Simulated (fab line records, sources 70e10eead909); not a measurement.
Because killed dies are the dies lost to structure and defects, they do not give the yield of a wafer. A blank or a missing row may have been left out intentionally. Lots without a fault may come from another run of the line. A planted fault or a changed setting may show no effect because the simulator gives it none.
Which of the tools did it?	flow nand harc	route of 1302 steps, sampled at 1 step: 12 lots, 34 wafers

== WHAT THE GAUGES READ, wafer by wafer ==
NHARC_A_CONTACT_CD_MEAS_08: the cd target is 200 nm.
lot	measured	on	cd nm (nm)
L816	day 22 17:25	cd sem-02	199.0 200.3 200.4
L820	day 23 18:33	cd sem-03	200.1 199.0 198.7
L819	day 23 18:42	cd sem-01	200.4 200.2 200.3
L821	day 24 14:22	cd sem-02	200.1 200.0 199.6
L823	day 25 08:26	cd sem-01	200.6 201.6 200.6
L822	day 25 08:45	cd sem-02	200.2 201.1 199.6
L824	day 25 19:04	cd sem-01	201.1 200.6 199.6
L830	day 27 18:12	cd sem-01	201.2 201.4 201.2
L828	day 28 01:45	cd sem-02	200.1 199.8 200.4
L836	day 30 12:16	cd sem-02	201.0 200.2 199.5
L835	day 30 18:30	cd sem-03	200.2
L837	day 31 09:48	cd sem-01	199.5 200.7 200.2

== EACH LOT AND THE TOOL THAT RAN IT (in order: tool; ch and the chambers of the sampled wafers; start) ==
There is no process step in the record ahead of these readings.

== WHAT THE TOOLS THEMSELVES READ (means of the sampled wafers that have a number; where no wafer has one, the mark that the record gives instead) ==
The record holds no such reading with a usual standard deviation.

== THE ANSWER, worked out from the rows above alone ==
Rule: the usual values come from the lots themselves. Put in order of their means at a reading, lots are off if they are a third of the lots or fewer, leave a main group of 4 or more, and stand apart from it by a gap of 3 or more times the standard deviation of the main group's means; of several such gaps the widest counts. If all means in a main group match to the digits the tables above print for the reading, that group is not used. Also off: a lot with no number at a reading for which 4 or more lots have one. Where the step has rows for the other lots, those lots are counted as sound. Order of review: gauges by route order, followed by the tools' own readings, for which a lot's mean as printed above is used. The first step at which some lot is off is used, and at that step the reading that is off furthest; a lot without a number counts as furthest.
None of the lots is off at any reading shown; this tells nothing.

== WHAT THE SIMULATOR HAD INSERTED ==
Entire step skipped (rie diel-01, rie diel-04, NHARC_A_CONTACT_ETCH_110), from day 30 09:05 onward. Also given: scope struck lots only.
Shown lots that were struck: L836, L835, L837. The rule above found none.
